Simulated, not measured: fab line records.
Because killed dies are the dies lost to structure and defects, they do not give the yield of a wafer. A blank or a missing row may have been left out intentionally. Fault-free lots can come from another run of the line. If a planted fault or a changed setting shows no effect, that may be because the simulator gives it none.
fab line records    flow nandHarc
[record] lots = 15  wafers = 45  lastDay = 33
route steps=1302 shown A_CONTACT@1082
lots untouched by any fault: they come from a run of this same line in which no faults occurred
startH: the number of hours between the record's first day and the start of the first shown wafer of the lot    waitH: hours from the lot's prior step to this one    " identical to the entry in the row above    L1.1+2: several wafers, shown together as one row    - value missing, or start not given    * or withheld: withheld    < > ~ a bound
route shown NAME@n: names a module that has steps shown in the file, with the first one's number in the route    usual: mean and standard deviation over wafers with no fault    same: alike in all rows    chamber/n: place in a boat    sites: per-site readings    _std_site: the values' standard deviation    _edge_site: outer sites' mean less inner sites'    radiusMm: for every site, how far away it sits from the centre of the wafer    mask NAME#n: copy n    behind: the tool/chamber that last shaped the wafer    hold: the reason the lot was held/the length of the hold in hours/how it ended    device: names the non-switching transistor (n, p or np)    end of line: the route-end tests of the same wafers    a step given without rows: its recipe and nothing more    killed: dies that structure and defects cost at the first sort, which is not the same as the wafer's yield    map: the dies of a wafer, with x for killed, . for not killed, _ for no die there
set.NAME: the setting that was run; set.NAME@STEP: the one run at that earlier step    model.NAME: the simulator's own value behind a step, which no gauge read
one table for each step of the route and one row for each wafer, over a sample of lots
services: the hour from which a tool's chamber was out of use, counted from the record's first day as startH (under 0 if before that day), plus the number of hours and why
[[steps]]
[step NHARC_A_CONTACT_ETCH_88]
[recipe] targetDepthA = 390  overEtchFrac = 0.3  timeS = 65  ionEnergyEv = 80  cf4FlowSccm = 150  arFlowSccm = 0  rfW = 300  biasW = 100  chemistry = CF4
[usual] drypumpMotorCurrentA = 5.64/0.29  oesProductAu = 1.002/0.0082  rfVppV = 151.5/1.1  runLengthS = 86.2/0.31  showerheadPlenumPTorr = 1.78/0.073  throttleValvePct = 13.284/0.009
lot.wafer  tool        chamber  startH  waitH  drypumpMotorCurrentA  oesProductAu  rfHoursCounterH  rfVppV  runLengthS  showerheadPlenumPTorr  throttleValvePct
L752.3     rieDiel-01  2        527.90  2.9    6.05                  0.984         47               151.2   85.8        1.78                   13.282
L752.2     "           3        "       "      5.76                  0.997         44               150.4   85.6        1.68                   13.278
L752.6     "           0        "       "      5.56                  0.986         -                151.4   86.5        1.72                   13.283
L755.4     rieDiel-08  1        533.25  0.1    6.08                  1.003         25               151.0   86.0        1.74                   13.292
L755.2     "           0        "       "      5.62                  1.013         29               151.2   86.1        1.75                   13.281
L755.5     "           2        "       "      5.28                  0.986         -                152.0   86.5        1.85                   13.294
L753.2     rieDiel-12  0        533.90  0.1    5.60                  1.010         27               149.8   86.4        1.69                   13.290
L753.3     "           1        "       "      5.68                  1.001         -                152.8   86.5        1.87                   13.296
L753.5     "           0        "       "      5.62                  1.001         -                149.4   86.7        1.69                   13.281
L754.4     rieDiel-08  1        537.83  0.1    6.14                  0.997         26               152.0   86.2        1.74                   13.294
L754.2     "           3        "       "      5.60                  1.005         31               153.7   86.2        1.86                   13.296
L754.6     "           2        "       "      5.29                  1.011         -                152.8   86.7        1.84                   13.285
L758.1     rieDiel-12  1        570.00  0.1    5.67                  1.006         31               152.3   86.2        1.87                   13.283
L758.4     "           2        "       "      5.86                  1.011         33               150.1   86.5        1.68                   13.286
L758.2     "           3        "       "      5.01                  1.010         34               151.6   85.9        1.87                   13.292
L759.3     rieDiel-01  2        587.66  0.1    6.06                  1.002         7                151.0   85.8        1.77                   13.271
L759.2     "           1        "       "      5.39                  1.006         4                151.3   86.1        1.87                   13.277
L759.5     "           2        "       "      6.04                  0.999         -                150.4   85.5        1.77                   13.280
L760.4     rieDiel-08  0        594.83  0.1    5.63                  0.995         6                151.4   86.3        1.75                   13.282
L760.2     "           3        "       "      5.61                  0.994         6                152.8   86.3        1.85                   13.291
L760.6     "           0        "       "      5.63                  0.992         -                151.4   86.3        1.75                   13.276
L762.4     rieDiel-08  2        603.10  0.1    5.27                  1.013         9                151.3   86.3        1.84                   13.299
L762.5     "           0        "       "      5.66                  1.001         -                151.4   86.1        1.75                   13.267
L762.6     "           1        "       "      6.12                  1.012         -                149.6   85.9        1.74                   13.290
L764.2     rieDiel-12  1        607.45  0.1    5.67                  0.998         44               152.6   86.6        1.86                   13.288
L764.6     "           0        "       "      5.64                  0.993         -                149.2   86.0        1.68                   13.290
L764.5     "           1        "       "      5.65                  1.005         -                152.6   86.3        1.86                   13.277
L771.2     rieDiel-01  3        692.92  0.1    5.78                  1.006         47               151.1   85.6        1.66                   13.279
L771.1     "           0        "       "      5.59                  1.004         44               150.3   86.1        1.70                   13.277
L771.6     "           1        "       "      5.38                  1.002         -                152.7   85.9        1.86                   13.277
L770.4     rieDiel-08  3        693.67  0.1    5.59                  0.999         21               151.2   86.2        1.85                   13.258
L770.1     "           0        "       "      5.63                  1.003         21               152.1   86.2        1.74                   13.285
L770.6     "           3        "       "      5.59                  1.001         -                152.1   86.0        1.85                   13.287
L769.3     rieDiel-12  1        696.48  0.1    5.68                  0.998         17               151.4   86.3        1.86                   13.283
L769.1     "           2        "       "      5.85                  1.003         17               149.9   86.4        1.67                   13.277
L769.6     "           0        "       "      5.62                  0.988         -                151.3   86.1        1.68                   13.308
L773.2     rieDiel-01  1        725.45  0.1    5.42                  1.012         54               152.0   86.2        1.86                   13.280
L773.4     "           2        "       "      6.06                  0.995         56               150.3   86.1        1.76                   13.285
L773.5     "           0        "       "      5.58                  0.995         -                152.1   86.2        1.70                   13.277
L774.2     rieDiel-01  0        733.70  0.1    5.62                  0.995         57               149.9   86.3        1.70                   13.281
L774.3     "           1        "       "      5.38                  0.999         55               152.4   85.9        1.86                   13.283
L774.4     "           3        "       "      5.75                  1.010         60               148.8   86.1        1.66                   13.283
L775.3     rieDiel-12  0        734.30  0.1    5.61                  1.001         31               150.0   86.5        1.67                   13.291
L775.1     "           1        "       "      5.66                  1.006         31               152.5   86.7        1.85                   13.281
L775.6     "           3        "       "      5.01                  0.998         -                153.0   86.4        1.86                   13.288
[step NHARC_A_CONTACT_ETCH_110]
[recipe] targetDepthA = 600  overetchA = 60  timeS = 33  ionEnergyEv = 100  cf4FlowSccm = 80  o2FlowSccm = 20  arFlowSccm = 0  rfW = 300  biasW = 100  chemistry = CF4/O2
[usual] drypumpMotorCurrentA = 5.61/0.28  oesProductAu = 1.001/0.0081  rfVppV = 197.9/1.6  runLengthS = 54.22/0.29  showerheadPlenumPTorr = 1.34/0.059  throttleValvePct = 13.397/0.0092
lot.wafer  tool        chamber  startH  waitH  drypumpMotorCurrentA  oesProductAu  rfHoursCounterH  rfVppV  runLengthS  showerheadPlenumPTorr  throttleValvePct
L752.3     rieDiel-01  1        535.12  0.1    5.36                  0.985         57               199.1   53.97       1.42                   13.399
L752.2     "           3        "       "      5.76                  0.994         47               196.1   53.59       1.26                   13.405
L752.6     "           0        "       "      5.57                  0.996         -                196.8   54.98       1.29                   13.389
L755.4     rieDiel-08  0        536.68  0.1    5.62                  1.002         30               197.7   53.93       1.32                   13.382
L755.2     "           2        "       "      5.27                  0.996         34               200.2   54.58       1.40                   13.406
L755.5     "           3        "       "      5.63                  1.002         -                198.9   54.01       1.40                   13.391
L753.2     rieDiel-12  2        538.48  0.1    5.89                  1.003         22               196.4   54.66       1.27                   13.399
L753.3     "           1        "       "      5.69                  1.016         22               200.7   54.48       1.42                   13.409
L753.5     "           2        "       "      5.85                  1.003         -                194.4   54.75       1.27                   13.395
L754.2     rieDiel-08  3        541.97  0.1    5.57                  0.999         34               198.8   54.35       1.40                   13.389
L754.4     "           0        "       "      5.64                  0.993         33               197.1   53.91       1.32                   13.399
L754.6     "           0        "       "      5.65                  1.001         -                196.7   54.63       1.32                   13.410
L758.2     rieDiel-08  3        573.55  0.1    5.60                  0.997         1                198.0   54.23       1.40                   13.387
L758.1     "           0        "       "      5.66                  1.000         1                198.0   50.41       1.32                   13.392
L758.4     "           0        "       "      5.63                  0.995         -                196.7   54.16       1.32                   13.382
L759.2     rieDiel-01  0        591.05  0.0    5.60                  0.999         6                196.5   54.79       1.29                   13.395
L759.3     "           1        "       "      5.39                  0.994         6                198.9   54.04       1.42                   13.400
L759.5     "           0        "       "      5.59                  0.993         -                196.2   54.15       1.29                   13.397
L760.2     rieDiel-12  1        598.24  0.1    5.66                  1.018         41               198.0   54.46       1.41                   13.407
L760.4     "           2        "       "      5.87                  1.009         41               196.8   54.38       1.26                   13.392
L760.6     "           1        "       "      5.65                  1.011         -                198.8   54.27       1.41                   13.400
L762.4     rieDiel-08  3        607.14  0.1    5.60                  1.011         11               198.6   54.32       1.40                   13.412
L762.5     "           0        "       "      5.64                  0.995         -                196.7   49.71       1.32                   13.380
L762.6     "           1        "       "      6.16                  1.006         -                196.8   54.08       1.31                   13.404
L764.2     rieDiel-08  0        610.86  0.1    5.66                  1.001         11               197.7   53.84       1.32                   13.400
L764.6     "           2        "       "      5.29                  1.018         -                199.0   54.31       1.39                   13.388
L764.5     "           3        "       "      5.59                  1.007         -                201.0   50.00       1.40                   13.392
L771.2     rieDiel-01  0        696.32  0.1    5.60                  0.998         45               196.3   54.39       1.28                   13.390
L771.1     "           1        "       "      5.41                  0.996         42               199.5   54.16       1.41                   13.393
L771.6     "           0        "       "      5.60                  0.997         -                194.9   54.72       1.28                   13.394
L770.4     rieDiel-01  0        697.06  0.1    5.56                  1.002         45               196.1   54.48       1.28                   13.403
L770.1     "           3        "       "      5.75                  0.999         48               194.7   53.92       1.25                   13.386
L770.6     "           0        "       "      5.59                  1.002         -                197.5   54.08       1.28                   13.413
L769.3     rieDiel-08  1        699.94  0.1    6.14                  1.005         20               196.5   53.81       1.31                   13.396
L769.1     "           3        "       "      5.65                  1.012         22               198.4   54.13       1.40                   13.386
L769.6     "           0        "       "      5.64                  0.994         -                197.2   53.94       1.31                   13.392
L773.4     rieDiel-12  3        728.97  0.1    5.02                  0.994         30               199.6   53.93       1.41                   13.414
L773.2     "           0        "       "      5.63                  0.985         31               195.8   54.01       1.26                   13.400
L773.5     "           3        "       "      5.01                  1.012         -                199.0   54.52       1.41                   13.397
L774.2     rieDiel-08  2        737.15  0.0    5.27                  1.011         1                199.2   54.43       1.39                   13.410
L774.3     "           3        "       "      5.57                  1.006         1                200.2   54.14       1.40                   13.389
L774.4     "           0        "       "      5.63                  1.008         1                195.9   53.87       1.31                   13.393
L775.3     rieDiel-08  2        738.00  0.1    5.27                  0.999         1                199.7   54.67       1.39                   13.403
L775.1     "           3        "       "      5.60                  0.985         1                199.6   54.24       1.40                   13.409
L775.6     "           3        "       "      5.60                  0.991         -                199.9   54.32       1.40                   13.392
[step NHARC_A_CONTACT_CVD_19]
[recipe] targetThkA = 3000  tempC = 300  pressureTorr = 40  wf6FlowSccm = 40  h2FlowSccm = 1600  arFlowSccm = 1560  timeS = 802  material = W
[usual] heaterPowerW = 494/47  throttleValvePct = 8.28/0.28
lot.wafer  tool     chamber  startH  waitH  heaterPowerW  throttleValvePct
L752.2     cvdW-02  1        -       -      563           8.60
L752.3     "        1        "       "      546           8.54
L752.6     "        0        "       "      428           7.97
L755.2     cvdW-01  1        -       -      463           8.22
L755.4     "        1        "       "      455           8.62
L755.5     "        1        "       "      449           8.51
L753.2     cvdW-02  1        -       -      546           8.14
L753.3     "        0        "       "      437           8.27
L753.5     "        1        "       "      546           8.34
L754.2     cvdW-01  0        -       -      501           7.98
L754.4     "        0        "       "      508           7.82
L754.6     "        0        "       "      523           7.85
L758.1     cvdW-02  1        -       -      563           8.37
L758.2     "        0        "       "      436           8.11
L758.4     "        1        "       "      549           8.16
L759.2     cvdW-02  1        -       -      546           8.27
L759.3     "        1        "       "      542           8.18
L759.5     "        1        "       "      559           8.13
L760.2     cvdW-01  1        -       -      472           8.42
L760.4     "        1        "       "      477           8.55
L760.6     "        1        "       "      480           8.63
L762.4     cvdW-02  0        -       -      430           7.98
L762.6     "        0        "       "      429           8.30
L762.5     "        1        "       "      554           8.32
L764.2     cvdW-02  1        -       -      544           8.27
L764.5     "        1        "       "      558           8.14
L764.6     "        0        "       "      433           8.21
L771.1     cvdW-01  0        -       -      524           8.10
L771.2     "        1        "       "      477           8.83
L771.6     "        0        "       "      538           7.94
L770.1     cvdW-01  1        -       -      476           8.69
L770.4     "        0        "       "      537           7.97
L770.6     "        0        "       "      527           8.14
L769.1     cvdW-01  0        -       -      533           7.92
L769.3     "        0        "       "      530           7.88
L769.6     "        0        "       "      547           8.19
L773.2     cvdW-02  1        -       -      549           8.35
L773.4     "        0        "       "      430           8.31
L773.5     "        1        "       "      554           8.24
L774.2     cvdW-02  0        -       -      427           8.15
L774.3     "        1        "       "      558           8.07
L774.4     "        0        "       "      410           8.38
L775.1     cvdW-02  1        -       -      535           8.41
L775.3     "        0        "       "      417           8.67
L775.6     "        1        "       "      556           8.26
[step NHARC_A_CONTACT_INSPECT_23]
[usual] rawDefectCount = 505/110
lot.wafer  tool              chamber  startH  waitH  rawDefectCount
L752.2     defectInspect-01  -        537.26  0.1    473
L752.3     "                 -        "       "      303
L752.6     "                 -        "       "      313
L755.2     defectInspect-01  -        538.82  0.1    462
L755.4     "                 -        "       "      550
L755.5     "                 -        "       "      476
L753.2     defectInspect-02  -        540.67  0.1    370
L753.3     "                 -        "       "      380
L753.5     "                 -        "       "      389
L754.2     defectInspect-01  -        544.12  0.1    597
L754.4     "                 -        "       "      515
L754.6     "                 -        "       "      623
L758.1     defectInspect-02  -        575.78  0.1    530
L758.2     "                 -        "       "      500
L758.4     "                 -        "       "      416
L759.2     defectInspect-01  -        593.20  0.1    736
L759.3     "                 -        "       "      448
L759.5     "                 -        "       "      638
L760.2     defectInspect-01  -        601.19  0.1    539
L760.4     "                 -        "       "      603
L760.6     "                 -        "       "      494
L762.4     defectInspect-02  -        609.26  0.1    474
L762.5     "                 -        "       "      430
L762.6     "                 -        "       "      306
L764.2     defectInspect-01  -        613.02  0.1    569
L764.5     "                 -        "       "      704
L764.6     "                 -        "       "      373
L771.1     defectInspect-01  -        698.46  0.1    593
L771.2     "                 -        "       "      445
L771.6     "                 -        "       "      533
L770.1     defectInspect-01  -        699.29  0.1    394
L770.4     "                 -        "       "      319
L770.6     "                 -        "       "      351
L769.1     defectInspect-01  -        702.13  0.1    366
L769.3     "                 -        "       "      430
L769.6     "                 -        "       "      574
L773.2     defectInspect-01  -        731.19  0.1    376
L773.4     "                 -        "       "      367
L773.5     "                 -        "       "      467
L774.2     defectInspect-01  -        739.37  0.1    471
L774.3     "                 -        "       "      428
L774.4     "                 -        "       "      531
L775.1     defectInspect-01  -        740.22  0.1    510
L775.3     "                 -        "       "      394
L775.6     "                 -        "       "      585
[[services]]
tool        chamber  startH  hours  kind
rieDiel-08  0        525.09  -      clean
rieDiel-08  1        525.09  -      clean
rieDiel-08  2        525.09  -      clean
rieDiel-08  3        525.09  -      clean
cvdW-01     1        530.86  2.8    repair
rieDiel-12  2        533.18  1.2    repair
rieDiel-08  -        545.63  9.0    pm
rieDiel-08  0        545.63  9.0    ventCycle
rieDiel-08  1        545.63  9.0    ventCycle
rieDiel-08  2        545.63  9.0    ventCycle
cvdW-01     -        547.31  13.0   pm
rieDiel-01  -        555.21  0.2    repair
rieDiel-01  -        560.76  9.0    pm
rieDiel-08  1        568.42  6.1    repair
cvdW-01     0        590.69  17.9   repair
rieDiel-12  -        622.52  9.0    pm
cvdW-02     -        631.42  13.0   pm
cvdW-01     0        651.86  6.4    repair
rieDiel-08  2        658.58  5.1    repair
rieDiel-08  -        666.06  0.3    repair
cvdW-02     -        688.98  0.6    repair
rieDiel-08  -        722.63  9.0    pm
cvdW-01     -        728.31  13.0   pm
rieDiel-01  3        734.63  6.7    repair
[[key]]
[firstSign] step = NHARC_A_CONTACT_ETCH_110  reading = runLengthS  direction = down  sigmas = 14  usual = *  struck = *
effect none on later readings
metAt NHARC_A_CONTACT_ETCH_110
struckLots L758,L762,L764
struckWafers L758.1,L762.5,L764.5
laterRowsLeftOut L758.1,L762.5,L764.5
sortLeftOut L758.1,L762.5,L764.5
testerLeftOut L758,L762,L764
notActingAt NHARC_A_CONTACT_ETCH_88,NHARC_A_CONTACT_CVD_19,NHARC_A_CONTACT_INSPECT_23
onsetBetween 541.97 573.55
[fault] kind = processParameterDrift  tool = rieDiel-08  chamber = -  onsetH = 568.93  steps = NHARC_A_CONTACT_ETCH_110  channel = timeS  offset = *  shape = step  endH = 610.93  scope = struckWafersOnly  actsIn = *  stated = *
// testerLeftOut: of these lots the tester's yield and bins aren't shown, on N5 and GAA mostly nor the transistor test; their killed dies are dies lost to structure and defects alone, not to doping, threshold or leakage, so they don't give the yield
// sortLeftOut: the simulated sort isn't trusted on such a fault, so these wafers' sort isn't shown, and their yield isn't known
// laterRowsLeftOut: the simulator's readings of these wafers behind a module that went badly wrong aren't trusted and aren't shown, but for the sort
